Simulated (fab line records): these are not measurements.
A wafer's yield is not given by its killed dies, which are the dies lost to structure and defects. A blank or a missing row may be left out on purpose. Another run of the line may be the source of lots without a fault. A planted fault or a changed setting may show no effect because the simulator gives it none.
Which tool is to blame? + flow n5Finfet + Sampling: 24 lots, 72 wafers, 6 of 1938 route steps

## WHAT EACH GAUGE READ, for each wafer
N5_BEOL_M14_INSPECT_30: inspects for defects (macro).
| lot  | measured     | on               | rawDefectCount |
|------|--------------|------------------|----------------|
| L074 | day 11 01:53 | defectInspect-01 | 4 0 4          |
| L075 | day 12 00:35 | defectInspect-02 | 3 1 1          |
| L076 | day 12 10:06 | defectInspect-01 | 3 2 1          |
| L077 | day 12 13:39 | defectInspect-01 | 2 4 0          |
| L078 | day 12 19:32 | defectInspect-02 | 2 1 3          |
| L080 | day 13 11:49 | defectInspect-01 | 3 1 1          |
| L079 | day 13 13:01 | defectInspect-01 | 4 0 3          |
| L082 | day 13 17:01 | defectInspect-01 | 2 1 3          |
| L085 | day 13 19:56 | defectInspect-01 | 1 0 1          |
| L081 | day 13 22:30 | defectInspect-01 | 1 1 1          |
| L083 | day 14 04:08 | defectInspect-01 | 4 0 1          |
| L084 | day 14 08:06 | defectInspect-02 | 1 4 2          |
| L087 | day 14 09:47 | defectInspect-01 | 2 4 2          |
| L088 | day 14 12:07 | defectInspect-02 | 2 5 2          |
| L086 | day 14 12:23 | defectInspect-02 | 2 2 1          |
| L089 | day 15 15:06 | defectInspect-01 | 5 4 1          |
| L090 | day 16 01:13 | defectInspect-02 | 1 1 2          |
| L093 | day 16 05:02 | defectInspect-01 | 2 2 2          |
| L091 | day 16 05:11 | defectInspect-02 | 3 2 5          |
| L094 | day 16 12:38 | defectInspect-01 | 0 4 2          |
| L092 | day 16 13:16 | defectInspect-02 | 2 3 2          |
| L095 | day 17 13:44 | defectInspect-01 | 2 0 3          |
| L096 | day 17 22:53 | defectInspect-01 | 2 1 1          |
| L097 | day 18 00:41 | defectInspect-01 | 2 4 3          |

N5_BEOL_M14_OCD_MEAS_35.
| lot  | measured     | on     | trenchDepthNm (nm) |
|------|--------------|--------|--------------------|
| L074 | day 11 03:10 | ocd-01 | 550 584 554        |
| L075 | day 12 02:07 | ocd-01 | 559 549 557        |
| L076 | day 12 10:45 | ocd-01 | 559 560 563        |
| L077 | day 12 14:19 | ocd-01 | 577 554 551        |
| L078 | day 12 20:11 | ocd-01 | 569 564 567        |
| L080 | day 13 12:28 | ocd-02 | 544 558 539        |
| L079 | day 13 13:40 | ocd-02 | 562 543 561        |
| L082 | day 13 17:40 | ocd-01 | 559 560 549        |
| L085 | day 13 20:45 | ocd-01 | 551 546 550        |
| L081 | day 13 23:10 | ocd-02 | 544 544 562        |
| L083 | day 14 04:55 | ocd-01 | 547 553 565        |
| L084 | day 14 08:46 | ocd-01 | 561 557 554        |
| L087 | day 14 10:26 | ocd-01 | 548 575 551        |
| L088 | day 14 12:54 | ocd-02 | 576 553 577        |
| L086 | day 14 13:35 | ocd-02 | 575 552 571        |
| L089 | day 15 15:45 | ocd-01 | 544 558 556        |
| L090 | day 16 02:07 | ocd-02 | 572 553 572        |
| L093 | day 16 05:40 | ocd-01 | 561 545 549        |
| L091 | day 16 05:50 | ocd-01 | 554 582 553        |
| L094 | day 16 13:16 | ocd-02 | 557 554 562        |
| L092 | day 16 14:10 | ocd-02 | 557 557 560        |
| L095 | day 17 14:38 | ocd-01 | 561 562 560        |
| L096 | day 17 23:42 | ocd-01 | 557 550 554        |
| L097 | day 18 01:19 | ocd-02 | 564 556 567        |

N5_BEOL_M15_INSPECT_30: inspects for defects (macro).
| lot  | measured     | on               | rawDefectCount |
|------|--------------|------------------|----------------|
| L074 | day 11 07:17 | defectInspect-01 | 0 1 3          |
| L075 | day 12 06:34 | defectInspect-02 | 0 2 3          |
| L076 | day 12 16:31 | defectInspect-01 | 0 1 1          |
| L077 | day 12 20:13 | defectInspect-02 | 0 0 6          |
| L078 | day 13 02:23 | defectInspect-01 | 2 2 3          |
| L080 | day 13 18:40 | defectInspect-02 | 1 1 0          |
| L079 | day 13 19:38 | defectInspect-01 | 1 2 2          |
| L082 | day 14 01:34 | defectInspect-01 | 2 3 3          |
| L085 | day 14 01:49 | defectInspect-01 | 2 2 2          |
| L081 | day 14 05:29 | defectInspect-02 | 4 6 3          |
| L083 | day 14 12:41 | defectInspect-02 | 1 1 1          |
| L084 | day 14 13:31 | defectInspect-02 | 1 2 3          |
| L087 | day 14 15:19 | defectInspect-02 | 2 2 2          |
| L088 | day 14 20:22 | defectInspect-01 | 6 3 0          |
| L086 | day 14 21:16 | defectInspect-01 | 2 4 1          |
| L089 | day 15 21:44 | defectInspect-01 | 3 3 2          |
| L090 | day 16 07:52 | defectInspect-02 | 2 2 1          |
| L093 | day 16 17:49 | defectInspect-01 | 0 0 3          |
| L091 | day 16 11:26 | defectInspect-02 | 5 3 3          |
| L094 | day 16 18:13 | defectInspect-02 | 0 2 2          |
| L092 | day 16 18:55 | defectInspect-01 | 2 2 4          |
| L095 | day 17 19:51 | defectInspect-02 | 1 1 2          |
| L096 | day 18 10:50 | defectInspect-02 | 2 1 2          |
| L097 | day 18 11:10 | defectInspect-01 | 1 5 6          |

## WHICH TOOL RAN EACH LOT (tool, then ch and the chambers of the sampled wafers, then the start)
| lot  | N5_BEOL_M14_PRE_CLEAN_42    | N5_BEOL_M14_SPUTTER_45      | N5_BEOL_M14_CMP_49            |
|------|-----------------------------|-----------------------------|-------------------------------|
| L074 | pvdSputter-01, day 11 03:40 | pvdSputter-01, day 11 03:52 | cmp-02 ch 0,2,3, day 11 04:38 |
| L075 | pvdSputter-03, day 12 03:10 | pvdSputter-03, day 12 03:22 | cmp-01 ch 0,2, day 12 03:58   |
| L076 | pvdSputter-03, day 12 12:20 | pvdSputter-03, day 12 12:32 | cmp-03 ch 0,2,3, day 12 14:02 |
| L077 | pvdSputter-01, day 12 16:32 | pvdSputter-01, day 12 16:44 | cmp-01 ch 0,1, day 12 17:21   |
| L078 | pvdSputter-01, day 12 22:44 | pvdSputter-01, day 12 22:56 | cmp-02 ch 1,2,3, day 12 23:45 |
| L080 | pvdSputter-02, day 13 15:03 | pvdSputter-02, day 13 15:15 | cmp-03 ch 1,2,3, day 13 15:56 |
| L079 | pvdSputter-02, day 13 15:29 | pvdSputter-02, day 13 15:41 | cmp-01 ch 0,1,2, day 13 17:01 |
| L082 | pvdSputter-03, day 13 21:11 | pvdSputter-03, day 13 21:23 | cmp-02 ch 2,3, day 13 22:47   |
| L085 | pvdSputter-01, day 13 21:41 | pvdSputter-01, day 13 21:53 | cmp-02 ch 0,1,3, day 13 23:10 |
| L081 | pvdSputter-03, day 14 01:13 | pvdSputter-03, day 14 01:25 | cmp-02 ch 1,2,3, day 14 02:19 |
| L083 | pvdSputter-01, day 14 08:54 | pvdSputter-01, day 14 09:06 | cmp-03 ch 0,1,2, day 14 10:01 |
| L084 | pvdSputter-01, day 14 09:13 | pvdSputter-01, day 14 09:25 | cmp-01 ch 2,3, day 14 10:42   |
| L087 | pvdSputter-01, day 14 11:50 | pvdSputter-01, day 14 12:02 | cmp-01 ch 0,2, day 14 12:38   |
| L088 | pvdSputter-01, day 14 17:00 | pvdSputter-01, day 14 17:12 | cmp-02 ch 0,1,3, day 14 17:53 |
| L086 | pvdSputter-01, day 14 17:54 | pvdSputter-01, day 14 18:06 | cmp-01 ch 0,1,2, day 14 18:44 |
| L089 | pvdSputter-03, day 15 17:59 | pvdSputter-03, day 15 18:11 | cmp-03 ch 1,2,3, day 15 18:52 |
| L090 | pvdSputter-02, day 16 04:29 | pvdSputter-02, day 16 04:41 | cmp-03 ch 1,2, day 16 05:17   |
| L093 | pvdSputter-01, day 16 14:05 | pvdSputter-01, day 16 14:17 | cmp-03 ch 0,1,3, day 16 15:12 |
| L091 | pvdSputter-01, day 16 07:49 | pvdSputter-01, day 16 08:01 | cmp-01 ch 0,2,3, day 16 08:41 |
| L094 | pvdSputter-03, day 16 14:28 | pvdSputter-03, day 16 14:40 | cmp-01 ch 2,3, day 16 15:22   |
| L092 | pvdSputter-03, day 16 14:54 | pvdSputter-03, day 16 15:06 | cmp-01 ch 0,1, day 16 15:55   |
| L095 | pvdSputter-01, day 17 16:11 | pvdSputter-01, day 17 16:23 | cmp-03 ch 0,2, day 17 17:17   |
| L096 | pvdSputter-02, day 18 07:12 | pvdSputter-02, day 18 07:24 | cmp-03 ch 1,2,3, day 18 08:05 |
| L097 | pvdSputter-01, day 18 07:13 | pvdSputter-01, day 18 07:25 | cmp-02 ch 2,3, day 18 08:13   |
- N5_BEOL_M14_PRE_CLEAN_42: time 30 s.
- N5_BEOL_M14_SPUTTER_45: material Cu, target thk 100 nm, time 16.67 s.
- N5_BEOL_M14_CMP_49: polishes, stops on SiO2, t overpolish 5.2 s, target thk 560 nm.

## WHAT THE TOOLS THEMSELVES READ (means of the sampled wafers that have a number; where no wafer has one, the mark that the record gives instead)
N5_BEOL_M14_PRE_CLEAN_42.
| lot  | tool          | heaterPowerW (W) |
|------|---------------|------------------|
| L074 | pvdSputter-01 | 445              |
| L075 | pvdSputter-03 | 451              |
| L076 | pvdSputter-03 | 463              |
| L077 | pvdSputter-01 | 470              |
| L078 | pvdSputter-01 | 490              |
| L080 | pvdSputter-02 | 532              |
| L079 | pvdSputter-02 | 486              |
| L082 | pvdSputter-03 | 477              |
| L085 | pvdSputter-01 | 458              |
| L081 | pvdSputter-03 | 469              |
| L083 | pvdSputter-01 | 451              |
| L084 | pvdSputter-01 | 450              |
| L087 | pvdSputter-01 | 471              |
| L088 | pvdSputter-01 | 453              |
| L086 | pvdSputter-01 | 462              |
| L089 | pvdSputter-03 | 484              |
| L090 | pvdSputter-02 | 524              |
| L093 | pvdSputter-01 | 448              |
| L091 | pvdSputter-01 | 459              |
| L094 | pvdSputter-03 | 452              |
| L092 | pvdSputter-03 | 459              |
| L095 | pvdSputter-01 | 461              |
| L096 | pvdSputter-02 | 488              |
| L097 | pvdSputter-01 | 454              |

N5_BEOL_M14_SPUTTER_45.
| lot  | tool          | chuckGasFlowSccm (sccm) | substrateTempC (C) | throttleValvePct (%) |
|------|---------------|-------------------------|--------------------|----------------------|
| L074 | pvdSputter-01 | 1.24                    | -20.05             | 31.3                 |
| L075 | pvdSputter-03 | 1.30                    | -20.08             | 29.8                 |
| L076 | pvdSputter-03 | 1.31                    | -20.15             | 30.1                 |
| L077 | pvdSputter-01 | 1.25                    | -19.87             | 29.8                 |
| L078 | pvdSputter-01 | 1.30                    | -19.92             | 30.6                 |
| L080 | pvdSputter-02 | 1.26                    | -20.00             | 28.3                 |
| L079 | pvdSputter-02 | 1.23                    | -19.92             | 29.3                 |
| L082 | pvdSputter-03 | 1.26                    | -20.04             | 30.1                 |
| L085 | pvdSputter-01 | 1.28                    | -20.03             | 30.2                 |
| L081 | pvdSputter-03 | 1.27                    | -20.00             | 30.2                 |
| L083 | pvdSputter-01 | 1.27                    | -20.08             | 30.2                 |
| L084 | pvdSputter-01 | 1.30                    | -20.01             | 30.5                 |
| L087 | pvdSputter-01 | 1.25                    | -20.13             | 31.6                 |
| L088 | pvdSputter-01 | 1.26                    | -19.97             | 30.8                 |
| L086 | pvdSputter-01 | 1.26                    | -19.97             | 30.6                 |
| L089 | pvdSputter-03 | 1.27                    | -19.95             | 30.3                 |
| L090 | pvdSputter-02 | 1.28                    | -19.90             | 29.8                 |
| L093 | pvdSputter-01 | 1.24                    | -20.07             | 30.8                 |
| L091 | pvdSputter-01 | 1.28                    | -20.04             | 30.1                 |
| L094 | pvdSputter-03 | 1.24                    | -20.08             | 29.9                 |
| L092 | pvdSputter-03 | 1.25                    | -20.02             | 30.0                 |
| L095 | pvdSputter-01 | 1.29                    | -20.01             | 30.6                 |
| L096 | pvdSputter-02 | 1.24                    | -20.01             | 29.7                 |
| L097 | pvdSputter-01 | 1.28                    | -20.00             | 30.1                 |

N5_BEOL_M14_CMP_49.
| lot  | tool   | barrierFieldEndpointS (s) | clearingPlatenDownForcePsi (psi) | motorCurrentA (A) | overpolishRunS (s) | padLifeWafers | timeToEndpointS (s) |
|------|--------|---------------------------|----------------------------------|-------------------|--------------------|---------------|---------------------|
| L074 | cmp-02 | 11.2                      | 1.998                            | 7.2               | 5.193              | 824           | 120                 |
| L075 | cmp-01 | 11.9                      | 2.003                            | 7.9               | 5.196              | 697           | 128                 |
| L076 | cmp-03 | 11.4                      | 1.998                            | 7.9               | 5.206              | 2162          | 121                 |
| L077 | cmp-01 | 11.1                      | 1.991                            | 8.3               | 5.206              | 792           | 118                 |
| L078 | cmp-02 | 11.8                      | 1.999                            | 7.0               | 5.188              | 1226          | 129                 |
| L080 | cmp-03 | 11.5                      | 2.003                            | 7.5               | 5.195              | 158           | 126                 |
| L079 | cmp-01 | 11.3                      | 1.999                            | 8.2               | 5.198              | 980           | 123                 |
| L082 | cmp-02 | 11.9                      | 1.998                            | 7.2               | 5.201              | 1405          | 128                 |
| L085 | cmp-02 | 11.6                      | 1.999                            | 7.3               | 5.196              | 1412          | 126                 |
| L081 | cmp-02 | 11.9                      | 2.002                            | 7.2               | 5.194              | 1437          | 131                 |
| L083 | cmp-03 | 11.8                      | 2.000                            | 7.9               | 5.203              | 309           | 129                 |
| L084 | cmp-01 | 11.1                      | 2.003                            | 9.1               | 5.199              | 1128          | 117                 |
| L087 | cmp-01 | 11.4                      | 1.997                            | 8.9               | 5.198              | 1141          | 119                 |
| L088 | cmp-02 | 11.2                      | 2.001                            | 7.3               | 5.204              | 1562          | 122                 |
| L086 | cmp-01 | 11.4                      | 2.003                            | 8.2               | 5.206              | 1196          | 123                 |
| L089 | cmp-03 | 11.7                      | 2.003                            | 7.4               | 5.201              | 542           | 122                 |
| L090 | cmp-03 | 11.6                      | 2.002                            | 7.2               | 5.194              | 630           | 124                 |
| L093 | cmp-03 | 11.9                      | 2.003                            | 7.8               | 5.186              | 697           | 128                 |
| L091 | cmp-01 | 11.2                      | 2.005                            | 8.4               | 5.198              | 1466          | 119                 |
| L094 | cmp-01 | 11.7                      | 1.999                            | 9.4               | 5.198              | 1512          | 123                 |
| L092 | cmp-01 | 11.6                      | 1.996                            | 7.8               | 5.203              | 1518          | 125                 |
| L095 | cmp-03 | 11.6                      | 1.998                            | 8.1               | 5.196              | 896           | 128                 |
| L096 | cmp-03 | 11.1                      | 1.997                            | 7.3               | 5.206              | 1034          | 117                 |
| L097 | cmp-02 | 11.2                      | 2.004                            | 7.1               | 5.208              | 84            | 117                 |

## THE ANSWER, worked out from the rows above alone
Rule: the lots themselves supply what counts as usual. The widest of any qualifying gaps counts: lots, ordered by their means at a reading, are off when they make up no more than a third of the lots, leave a main group of 4 or more, and stand apart from it by 3 or more times the standard deviation of that group's means. A main group is skipped when, at the precision printed for the reading in the tables above, its means are all equal. A lot without any number at a reading at which 4 lots or more have one is off too. The other lots that the step has rows for count as sound. After the gauges, taken in route order, come the tools' own readings; for these a lot's mean is taken, as printed above. The first step at which some lot is off is used, and at that step the reading that is off furthest; a lot without a number counts as furthest.
Nothing can be told from this: no lot is off at any reading shown.

## WHAT THE SIMULATOR PUT IN
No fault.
